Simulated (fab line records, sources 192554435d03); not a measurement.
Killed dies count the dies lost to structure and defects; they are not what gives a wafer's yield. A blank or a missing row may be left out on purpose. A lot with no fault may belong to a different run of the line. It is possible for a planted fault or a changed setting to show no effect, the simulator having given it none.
Chamber matching || flow n5Finfet || rieSi-02 running N5_BEOL_M0_SAQP_MANDREL2_REMOVE_110: 4 sister chambers
The step chemistry HBr/Cl2/O2, target a-Si, stops on SiCN, bt time 10 s. 8 wafers are shown with their chamber, then 8 later ones without.

## WAFERS PAIRED WITH THEIR CHAMBERS
{"wafer": "L077.6", "chamber": 1, "throttleValvePct (%)": 36.58, "heBacksideLeakSccm (sccm)": 3.9}
{"wafer": "L081.6", "chamber": 3, "throttleValvePct (%)": 36.26, "heBacksideLeakSccm (sccm)": 2.6}
{"wafer": "L083.3", "chamber": 0, "throttleValvePct (%)": 36.88, "heBacksideLeakSccm (sccm)": 2.7}
{"wafer": "L083.5", "chamber": 1, "throttleValvePct (%)": 36.61, "heBacksideLeakSccm (sccm)": 3.9}
{"wafer": "L085.3", "chamber": 3, "throttleValvePct (%)": 36.25, "heBacksideLeakSccm (sccm)": 2.9}
{"wafer": "L085.4", "chamber": 2, "throttleValvePct (%)": 36.71, "heBacksideLeakSccm (sccm)": 2.6}
{"wafer": "L085.5", "chamber": 2, "throttleValvePct (%)": 36.72, "heBacksideLeakSccm (sccm)": 2.6}
{"wafer": "L087.1", "chamber": 0, "throttleValvePct (%)": 36.87, "heBacksideLeakSccm (sccm)": 2.8}

## WAFERS WITHOUT THEIR CHAMBER
{"wafer": "L087.2", "throttleValvePct (%)": 36.71, "heBacksideLeakSccm (sccm)": 2.6}
{"wafer": "L087.3", "throttleValvePct (%)": 36.25, "heBacksideLeakSccm (sccm)": 2.5}
{"wafer": "L091.1", "throttleValvePct (%)": 36.86, "heBacksideLeakSccm (sccm)": 2.7}
{"wafer": "L091.2", "throttleValvePct (%)": 36.25, "heBacksideLeakSccm (sccm)": 2.6}
{"wafer": "L091.3", "throttleValvePct (%)": 36.71, "heBacksideLeakSccm (sccm)": 2.7}
{"wafer": "L092.2", "throttleValvePct (%)": 36.61, "heBacksideLeakSccm (sccm)": 3.7}
{"wafer": "L092.4", "throttleValvePct (%)": 36.71, "heBacksideLeakSccm (sccm)": 2.8}
{"wafer": "L092.6", "throttleValvePct (%)": 36.73, "heBacksideLeakSccm (sccm)": 4.0}

## THE CHAMBER EACH PASSED THROUGH
{"wafer": "L087.2", "from the rows above": 2, "in truth": 2}
{"wafer": "L087.3", "from the rows above": 3, "in truth": 3}
{"wafer": "L091.1", "from the rows above": 0, "in truth": 0}
{"wafer": "L091.2", "from the rows above": 3, "in truth": 3}
{"wafer": "L091.3", "from the rows above": 2, "in truth": 2}
{"wafer": "L092.2", "from the rows above": 1, "in truth": 1}
{"wafer": "L092.4", "from the rows above": 2, "in truth": 2}
{"wafer": "L092.6", "from the rows above": "can't be placed: 1 or 2", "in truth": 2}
Placed correctly: 7 of 8. Not placeable from these rows: 1 (in 1, the candidates include the true chamber). Placed wrongly: 0.
How it was worked out, from the rows above alone: a wafer's distance from a chamber is the root of the sum, over the readings, of the square of ((its reading less the chamber's mean) divided by the reading's scatter). If the next closest chamber is less than 2 further off than the closest, the wafer can't be placed; otherwise it belongs to the closest. Each chamber's mean is taken over the wafers shown for it. The scatter is the square root of a quotient: the sum, over the shown wafers, of each reading's squared deviation from its chamber's mean, divided by wafers minus chambers.
